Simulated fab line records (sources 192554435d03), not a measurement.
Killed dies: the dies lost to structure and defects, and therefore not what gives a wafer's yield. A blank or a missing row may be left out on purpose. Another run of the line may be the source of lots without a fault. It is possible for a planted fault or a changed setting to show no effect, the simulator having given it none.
Split-lot experiment || flow n5-finfet || on a route of 1938 steps: 7 lots, 36 wafers read

== ON THE SPLIT ==
At N5_BEOL_M14_TRENCH_ETCH_34 (etches SiO2 in C4F8/O2/Ar, target depth 556.65 nm, time 126.9 s), the setting time-s was moved away from the recipe's 126.9 s on 16 of the 36 wafers read, by -57.8% to +35.3%. The other wafers ran this setting at the recipe's value.

== FROM THE SPLIT TO THE READING: what the file shows between them, 10 steps ==
- N5_BEOL_M14_STRIP_70: strips in C4F8/O2/Ar
- N5_BEOL_M14_OCD_MEAS_35
- N5_BEOL_M14_STRIP_37: strips in O2
- N5_BEOL_M14_ETCH_38: etches SiCN in CF4/N2, target depth 106.5 nm, time 120.6 s
- N5_BEOL_M14_ECD_47: material Cu, target thk 1248 nm
- N5_BEOL_M14_ANNEAL_48: time 90 s
- N5_BEOL_M14_CMP_49: polishes, stops on SiO2, t overpolish 5.2 s, target thk 560 nm
- N5_BEOL_M14_THK_MEAS_50: measures by xrf
- N5_BEOL_M14_PRE_CLEAN_52: time 15 s
- N5_BEOL_M14_DEP_53: deposits SiCN from 3MS/NH3, target thk 50 nm, time 17.8 s

== THE READING ==
Measured at N5_BEOL_M14_RS_MEAS_54 by four-point probe: M14_RS, in ohm/sq. On this fab line, fault-free wafers typically give 0.0329 ohm/sq with a standard deviation of 0.00083 ohm/sq.

{"wafer": "L074.1", "tool, chamber at the split": "rie-diel-02, 0", "time-s as run, s": 171.7, "against the recipe": "+35.3%", "M14_RS, ohm/sq": 0.0243, "against lot-mates on the recipe": -0.0090}
{"wafer": "L074.2", "tool, chamber at the split": "rie-diel-02, 2", "time-s as run, s": 171.7, "against the recipe": "+35.3%", "M14_RS, ohm/sq": 0.0237, "against lot-mates on the recipe": -0.0096}
{"wafer": "L074.3", "tool, chamber at the split": "rie-diel-02, 3", "time-s as run, s": 126.9, "against the recipe": "recipe", "M14_RS, ohm/sq": 0.0328, "against lot-mates on the recipe": "-"}
{"wafer": "L074.4", "tool, chamber at the split": "rie-diel-02, 1", "time-s as run, s": 171.7, "against the recipe": "+35.3%", "M14_RS, ohm/sq": 0.0250, "against lot-mates on the recipe": -0.0083}
{"wafer": "L074.5", "tool, chamber at the split": "rie-diel-02, 1", "time-s as run, s": 126.9, "against the recipe": "recipe", "M14_RS, ohm/sq": 0.0339, "against lot-mates on the recipe": "-"}
{"wafer": "L074.6", "tool, chamber at the split": "rie-diel-02, 0", "time-s as run, s": 126.9, "against the recipe": "recipe", "M14_RS, ohm/sq": 0.0332, "against lot-mates on the recipe": "-"}
{"wafer": "L075.2", "tool, chamber at the split": "rie-diel-02, 1", "time-s as run, s": 166.1, "against the recipe": "+30.9%", "M14_RS, ohm/sq": 0.0262, "against lot-mates on the recipe": -0.0069}
{"wafer": "L075.3", "tool, chamber at the split": "rie-diel-02, 3", "time-s as run, s": 126.9, "against the recipe": "recipe", "M14_RS, ohm/sq": 0.0332, "against lot-mates on the recipe": "-"}
{"wafer": "L075.6", "tool, chamber at the split": "rie-diel-02, 3", "time-s as run, s": 126.9, "against the recipe": "recipe", "M14_RS, ohm/sq": 0.0330, "against lot-mates on the recipe": "-"}
{"wafer": "L082.1", "tool, chamber at the split": "rie-diel-02, 0", "time-s as run, s": 126.9, "against the recipe": "recipe", "M14_RS, ohm/sq": 0.0336, "against lot-mates on the recipe": "-"}
{"wafer": "L082.4", "tool, chamber at the split": "rie-diel-02, 0", "time-s as run, s": 126.9, "against the recipe": "recipe", "M14_RS, ohm/sq": 0.0336, "against lot-mates on the recipe": "-"}
{"wafer": "L082.5", "tool, chamber at the split": "rie-diel-02, 3", "time-s as run, s": 126.9, "against the recipe": "recipe", "M14_RS, ohm/sq": 0.0330, "against lot-mates on the recipe": "-"}
{"wafer": "L085.1", "tool, chamber at the split": "rie-diel-06, 2", "time-s as run, s": 126.9, "against the recipe": "recipe", "M14_RS, ohm/sq": 0.0331, "against lot-mates on the recipe": "-"}
{"wafer": "L085.2", "tool, chamber at the split": "rie-diel-06, 0", "time-s as run, s": 126.9, "against the recipe": "recipe", "M14_RS, ohm/sq": 0.0325, "against lot-mates on the recipe": "-"}
{"wafer": "L085.3", "tool, chamber at the split": "rie-diel-06, 3", "time-s as run, s": 63.8, "against the recipe": "-49.7%", "M14_RS, ohm/sq": 0.0625, "against lot-mates on the recipe": "+0.0296"}
{"wafer": "L085.4", "tool, chamber at the split": "rie-diel-06, 0", "time-s as run, s": 63.8, "against the recipe": "-49.7%", "M14_RS, ohm/sq": 0.0654, "against lot-mates on the recipe": "+0.0325"}
{"wafer": "L085.5", "tool, chamber at the split": "rie-diel-06, 3", "time-s as run, s": 63.8, "against the recipe": "-49.7%", "M14_RS, ohm/sq": 0.0636, "against lot-mates on the recipe": "+0.0307"}
{"wafer": "L085.6", "tool, chamber at the split": "rie-diel-06, 2", "time-s as run, s": 126.9, "against the recipe": "recipe", "M14_RS, ohm/sq": 0.0330, "against lot-mates on the recipe": "-"}
{"wafer": "L088.1", "tool, chamber at the split": "rie-diel-01, 3", "time-s as run, s": 126.9, "against the recipe": "recipe", "M14_RS, ohm/sq": 0.0339, "against lot-mates on the recipe": "-"}
{"wafer": "L088.2", "tool, chamber at the split": "rie-diel-01, 1", "time-s as run, s": 76.83, "against the recipe": "-39.5%", "M14_RS, ohm/sq": 0.0541, "against lot-mates on the recipe": "+0.0206"}
{"wafer": "L088.3", "tool, chamber at the split": "rie-diel-01, 0", "time-s as run, s": 76.83, "against the recipe": "-39.5%", "M14_RS, ohm/sq": 0.0540, "against lot-mates on the recipe": "+0.0205"}
{"wafer": "L088.4", "tool, chamber at the split": "rie-diel-01, 3", "time-s as run, s": 126.9, "against the recipe": "recipe", "M14_RS, ohm/sq": 0.0339, "against lot-mates on the recipe": "-"}
{"wafer": "L088.5", "tool, chamber at the split": "rie-diel-01, 1", "time-s as run, s": 126.9, "against the recipe": "recipe", "M14_RS, ohm/sq": 0.0326, "against lot-mates on the recipe": "-"}
{"wafer": "L088.6", "tool, chamber at the split": "rie-diel-01, 0", "time-s as run, s": 76.83, "against the recipe": "-39.5%", "M14_RS, ohm/sq": 0.0544, "against lot-mates on the recipe": "+0.0209"}
{"wafer": "L091.1", "tool, chamber at the split": "rie-diel-06, 3", "time-s as run, s": 53.58, "against the recipe": "-57.8%", "M14_RS, ohm/sq": 0.0767, "against lot-mates on the recipe": "+0.0444"}
{"wafer": "L091.2", "tool, chamber at the split": "rie-diel-06, 1", "time-s as run, s": 126.9, "against the recipe": "recipe", "M14_RS, ohm/sq": 0.0321, "against lot-mates on the recipe": "-"}
{"wafer": "L091.3", "tool, chamber at the split": "rie-diel-06, 0", "time-s as run, s": 53.58, "against the recipe": "-57.8%", "M14_RS, ohm/sq": 0.0785, "against lot-mates on the recipe": "+0.0462"}
{"wafer": "L091.4", "tool, chamber at the split": "rie-diel-06, 2", "time-s as run, s": 126.9, "against the recipe": "recipe", "M14_RS, ohm/sq": 0.0333, "against lot-mates on the recipe": "-"}
{"wafer": "L091.5", "tool, chamber at the split": "rie-diel-06, 3", "time-s as run, s": 126.9, "against the recipe": "recipe", "M14_RS, ohm/sq": 0.0314, "against lot-mates on the recipe": "-"}
{"wafer": "L091.6", "tool, chamber at the split": "rie-diel-06, 2", "time-s as run, s": 53.58, "against the recipe": "-57.8%", "M14_RS, ohm/sq": 0.0815, "against lot-mates on the recipe": "+0.0492"}
{"wafer": "L095.1", "tool, chamber at the split": "rie-diel-01, 0", "time-s as run, s": 126.9, "against the recipe": "recipe", "M14_RS, ohm/sq": 0.0324, "against lot-mates on the recipe": "-"}
{"wafer": "L095.2", "tool, chamber at the split": "rie-diel-01, 1", "time-s as run, s": 126.9, "against the recipe": "recipe", "M14_RS, ohm/sq": 0.0321, "against lot-mates on the recipe": "-"}
{"wafer": "L095.3", "tool, chamber at the split": "rie-diel-01, 3", "time-s as run, s": 62.54, "against the recipe": "-50.7%", "M14_RS, ohm/sq": 0.0700, "against lot-mates on the recipe": "+0.0378"}
{"wafer": "L095.4", "tool, chamber at the split": "rie-diel-01, 2", "time-s as run, s": 62.54, "against the recipe": "-50.7%", "M14_RS, ohm/sq": 0.0671, "against lot-mates on the recipe": "+0.0349"}
{"wafer": "L095.5", "tool, chamber at the split": "rie-diel-01, 2", "time-s as run, s": 62.54, "against the recipe": "-50.7%", "M14_RS, ohm/sq": 0.0661, "against lot-mates on the recipe": "+0.0339"}
{"wafer": "L095.6", "tool, chamber at the split": "rie-diel-01, 1", "time-s as run, s": 126.9, "against the recipe": "recipe", "M14_RS, ohm/sq": 0.0320, "against lot-mates on the recipe": "-"}

THE FIT
A straight line over all 36 wafers: M14_RS changes by -0.000587 ohm/sq for each +1% of time-s; r = -0.96; the points scatter about the line by 0.0051 ohm/sq.
The same after taking each lot's own level away (the mean of its wafers on the recipe; 36 wafers): -0.000594 ohm/sq for each +1%; r = -0.96; scatter 0.0052 ohm/sq.
On that fit, the largest move of time-s shifts the reading by 0.034 ohm/sq.
Measured against the standard deviation above, the lots' own levels, which go from 0.03217 to 0.03347 ohm/sq, span 1.6 times it.
Hence the lot-to-lot level has little effect on the slope; both slopes agree.
Check: with one of the wafers moved furthest among these (-57.8%) left out of the fit, the line predicts +0.0362 ohm/sq for it against its lot-mates. It came out at +0.0444 ohm/sq against them.

== THE WHOLE CHAIN: every reading that the file lists as answering this split, in the file's order ==
{"step": "N5_BEOL_M14_TRENCH_ETCH_34", "what it does": "etches SiO2 in C4F8/O2/Ar, target depth 556.65 nm, time 126.9 s", "reading": "etch.depth-nm (the simulator's own value, which no gauge read)", "change (the file's fit)": "+5.59 nm for each +1% of the setting", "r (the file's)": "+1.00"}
{"step": "N5_BEOL_M14_OCD_MEAS_35", "what it does": "", "reading": "trench-depth-nm", "change (the file's fit)": "+5.58 nm for each +1% of the setting", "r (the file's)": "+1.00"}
{"step": "N5_BEOL_M14_CMP_49", "what it does": "polishes, stops on SiO2, t overpolish 5.2 s, target thk 560 nm", "reading": "Cu_of_BEOL_M14_ECD_47.thk-nm (the simulator's own value, which no gauge read)", "change (the file's fit)": "+5.59 nm for each +1% of the setting", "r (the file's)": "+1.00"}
{"step": "N5_BEOL_M14_THK_MEAS_50", "what it does": "measures by xrf", "reading": "M14_THK", "change (the file's fit)": "+5.57 for each +1% of the setting", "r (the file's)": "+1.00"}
{"step": "N5_BEOL_M14_RS_MEAS_54", "what it does": "measures by four-point-probe", "reading": "M14_RS", "change (the file's fit)": "-0.000626 for each +1% of the setting", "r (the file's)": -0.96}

== THE FILE'S OWN FIT ==
M14_RS changes by -0.000626 ohm/sq for each +1% of time-s, r = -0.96.
